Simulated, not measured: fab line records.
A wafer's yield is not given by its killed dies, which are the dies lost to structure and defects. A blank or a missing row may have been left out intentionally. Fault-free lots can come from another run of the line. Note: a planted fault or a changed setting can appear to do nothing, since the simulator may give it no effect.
Chamber matching | flow n5-finfet | ald-sin-02 running N5_BEOL_M1_ALD_98: 4 sister chambers
The step deposits SiO2, target thk 2.5 nm, pulse time 1 s, co reactant pulse time 1 s. 8 wafers are shown with their chamber, then 10 later ones without.

EACH WAFER AND ITS CHAMBER
wafer  | chamber | heater-power-w (W) | precursor-pulse-height-rel
L080.5 | 3       | 74                 | 0.974
L086.5 | 1       | 67                 | 0.957
L087.3 | 2       | 68                 | 1.020
L088.2 | 0       | 74                 | 0.964
L088.4 | 2       | 68                 | 1.008
L088.6 | 0       | 72                 | 1.013
L089.1 | 1       | 66                 | 0.993
L089.2 | 3       | 74                 | 1.016

WAFERS WITH NO CHAMBER GIVEN
wafer  | heater-power-w (W) | precursor-pulse-height-rel
L089.3 | 74                 | 0.962
L090.1 | 74                 | 1.029
L090.2 | 68                 | 0.985
L090.3 | 68                 | 1.003
L091.1 | 74                 | 0.969
L091.5 | 68                 | 0.989
L091.6 | 74                 | 1.018
L094.1 | 67                 | 1.036
L094.2 | 76                 | 1.007
L094.4 | 76                 | 1.001

EACH ONE'S CHAMBER
wafer  | from the rows above     | in truth
L089.3 | can't be placed: 3 or 0 | 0
L090.1 | can't be placed: 3 or 0 | 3
L090.2 | can't be placed: 2 or 1 | 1
L090.3 | can't be placed: 2 or 1 | 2
L091.1 | can't be placed: 3 or 0 | 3
L091.5 | can't be placed: 2 or 1 | 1
L091.6 | can't be placed: 3 or 0 | 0
L094.1 | can't be placed: 2 or 1 | 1
L094.2 | can't be placed: 3 or 0 | 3
L094.4 | can't be placed: 3 or 0 | 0
0 of 10 placed correctly. Can't be placed from these rows: 10 (the true chamber is among the candidates in 10). Placed wrongly: 0.
How it was worked out, from the rows above alone: a wafer's distance from a chamber is the root of the sum, over the readings, of the square of ((its reading less the chamber's mean) divided by the reading's scatter). If the next closest chamber is less than 2 further off than the closest, the wafer can't be placed; otherwise it belongs to the closest. A chamber's mean is the mean of its shown wafers. The scatter: the root of (the sum of the squares of (reading less its chamber's mean) over the shown wafers, divided by (wafers less chambers)).
